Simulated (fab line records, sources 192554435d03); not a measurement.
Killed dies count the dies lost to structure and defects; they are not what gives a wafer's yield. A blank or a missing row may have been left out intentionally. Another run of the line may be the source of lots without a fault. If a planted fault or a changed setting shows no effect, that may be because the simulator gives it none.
Split-lot experiment + flow n5 finfet + on a route of 1938 steps: 7 lots, 21 wafers read

== ON THE SPLIT ==
At N5_BEOL_M2_COAT_61 (time 60 s, resist thk 60 nm), the setting spin rpm was moved away from the recipe's 1500 rpm on 6 of the 21 wafers read, by -10.9% to +3.0%. For the rest of the wafers, this setting stayed at what the recipe calls for.

== FROM THE SPLIT TO THE READING: what the file shows between them, 8 steps ==
- N5_BEOL_M2_COAT_62: time 60 s, resist thk 12 nm
- N5_BEOL_M2_COAT_73: time 60 s, resist thk 5 nm
- N5_BEOL_M2_ETCH_74: etches underlayer in N2/H2, target depth 6.5 nm, time 5.2 s
- N5_BEOL_M2_ETCH_63: etches SiARC in CF4, target depth 15.6 nm, time 26 s
- N5_BEOL_M2_ETCH_64: etches SOC in N2/H2, target depth 75 nm, overetch 22.5 nm, time 121.9 s
- N5_BEOL_M2_STRIP_65: strips in N2/H2
- N5_BEOL_M2_STRIP_75: strips in N2/H2
- N5_BEOL_M2_STRIP_66: strips in CF4

== THE READING ==
SOC_of_BEOL_M2_COAT_61.thk nm (the simulator's own value, which no gauge read), in nm, at N5_BEOL_M2_HM_OPEN_17 (chemistry Cl2/BCl3, target TiN, target depth 20 nm, overetch 6 nm). The file does not state a usual value for it. Here, 15 wafers ran the recipe; their average is 52.2 nm with a standard deviation of 0.19 nm.

| wafer  | tool, chamber at the split | spin rpm as run, rpm | against the recipe | SOC_of_BEOL_M2_COAT_61.thk nm, nm | against lot-mates on the recipe |
|--------|----------------------------|----------------------|--------------------|-----------------------------------|---------------------------------|
| L077.1 | litho track-04, 0          | 1375                 | -8.3%              | 54.8                              | no lot-mate on the recipe       |
| L077.4 | litho track-04, 0          | 1375                 | -8.3%              | 55                                | no lot-mate on the recipe       |
| L077.6 | litho track-04, 0          | 1375                 | -8.3%              | 55                                | no lot-mate on the recipe       |
| L079.3 | litho track-04, 0          | 1500                 | recipe             | 52.2                              | -                               |
| L079.5 | litho track-04, 0          | 1500                 | recipe             | 52.2                              | -                               |
| L079.6 | litho track-04, 0          | 1500                 | recipe             | 52                                | -                               |
| L080.2 | litho track-04, 0          | 1500                 | recipe             | 52.2                              | -                               |
| L080.3 | litho track-04, 0          | 1500                 | recipe             | 52.2                              | -                               |
| L080.4 | litho track-04, 0          | 1500                 | recipe             | 52.4                              | -                               |
| L083.3 | litho track-04, 0          | 1500                 | recipe             | 52.4                              | -                               |
| L083.4 | litho track-04, 0          | 1500                 | recipe             | 52                                | -                               |
| L083.5 | litho track-04, 0          | 1500                 | recipe             | 52.6                              | -                               |
| L085.1 | litho track-04, 0          | 1500                 | recipe             | 52.2                              | -                               |
| L085.5 | litho track-04, 0          | 1500                 | recipe             | 52.2                              | -                               |
| L085.6 | litho track-04, 0          | 1348                 | -10.1%             | 55.8                              | +3.6                            |
| L088.1 | litho track-02, 0          | 1336                 | -10.9%             | 55.6                              | +3.5                            |
| L088.5 | litho track-02, 0          | 1500                 | recipe             | 52.2                              | -                               |
| L088.6 | litho track-02, 0          | 1500                 | recipe             | 52                                | -                               |
| L090.1 | litho track-04, 0          | 1545                 | +3.0%              | 51.4                              | -0.6                            |
| L090.3 | litho track-04, 0          | 1500                 | recipe             | 51.8                              | -                               |
| L090.4 | litho track-04, 0          | 1500                 | recipe             | 52.2                              | -                               |

FIT RESULTS
A straight line over all 21 wafers: SOC_of_BEOL_M2_COAT_61.thk nm changes by -0.328 nm for each +1% of spin rpm; r = -0.99; the points scatter about the line by 0.19 nm.
The same after taking each lot's own level away (the mean of its wafers on the recipe; 18 wafers): -0.329 nm for each +1%; r = -0.99; scatter 0.19 nm.
That fit puts the effect of the largest move of spin rpm on the reading at 3.6 nm.
From 52.00 to 52.33 nm: that is the span of the lots' own levels, equal to 1.8 times the standard deviation above.
Consequently the slope shifts little with the lot-to-lot level, the two slopes agreeing.
Check: with one of the wafers moved furthest among these (-10.9%) left out of the fit, the line predicts +3.76 nm for it against its lot-mates. Against them it came out at +3.5 nm.

== OTHER SPLITS APPLIED TO THESE WAFERS ==
Note: prior to the reading, these wafers also went through further splits. Each is held against what the fit with the lots' levels taken away leaves over:
| other split on the same wafers   | wafers away from the commonest value | r with SOC_of_BEOL_M2_COAT_61.thk nm (lot level and that fit taken away) |
|----------------------------------|--------------------------------------|--------------------------------------------------------------------------|
| N5_BEOL_M0_SAQP_ETCH_107 bias w  | 9                                    | -0.27                                                                    |
| N5_BEOL_M0_SAQP_COAT_87 spin rpm | 7                                    | -0.27                                                                    |
| N5_BEOL_M1_ILD_DEP_00 time s     | 8                                    | +0.27                                                                    |
| N5_BEOL_M1_EXPOSE_08 dose mj     | 7                                    | -0.09                                                                    |

== THE WHOLE CHAIN: every reading that the file lists as answering this split, in the file's order ==
| step                  | what it does                                                            | reading                                                                        | change (the file's fit)               | r (the file's) |
|-----------------------|-------------------------------------------------------------------------|--------------------------------------------------------------------------------|---------------------------------------|----------------|
| N5_BEOL_M2_COAT_61    | time 60 s, resist thk 60 nm                                             | SOC_of_BEOL_M2_COAT_61.thk nm (the simulator's own value, which no gauge read) | -0.336 nm for each +1% of the setting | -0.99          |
| N5_BEOL_M2_ETCH_64    | etches SOC in N2/H2, target depth 75 nm, overetch 22.5 nm, time 121.9 s | etch.depth nm (the simulator's own value, which no gauge read)                 | -0.329 nm for each +1% of the setting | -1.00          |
| N5_BEOL_M2_HM_OPEN_17 | chemistry Cl2/BCl3, target TiN, target depth 20 nm, overetch 6 nm       | SOC_of_BEOL_M2_COAT_61.thk nm (the simulator's own value, which no gauge read) | -0.331 nm for each +1% of the setting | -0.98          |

== THE FILE'S OWN FIT ==
SOC_of_BEOL_M2_COAT_61.thk nm changes by -0.331 nm for each +1% of spin rpm, r = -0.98.
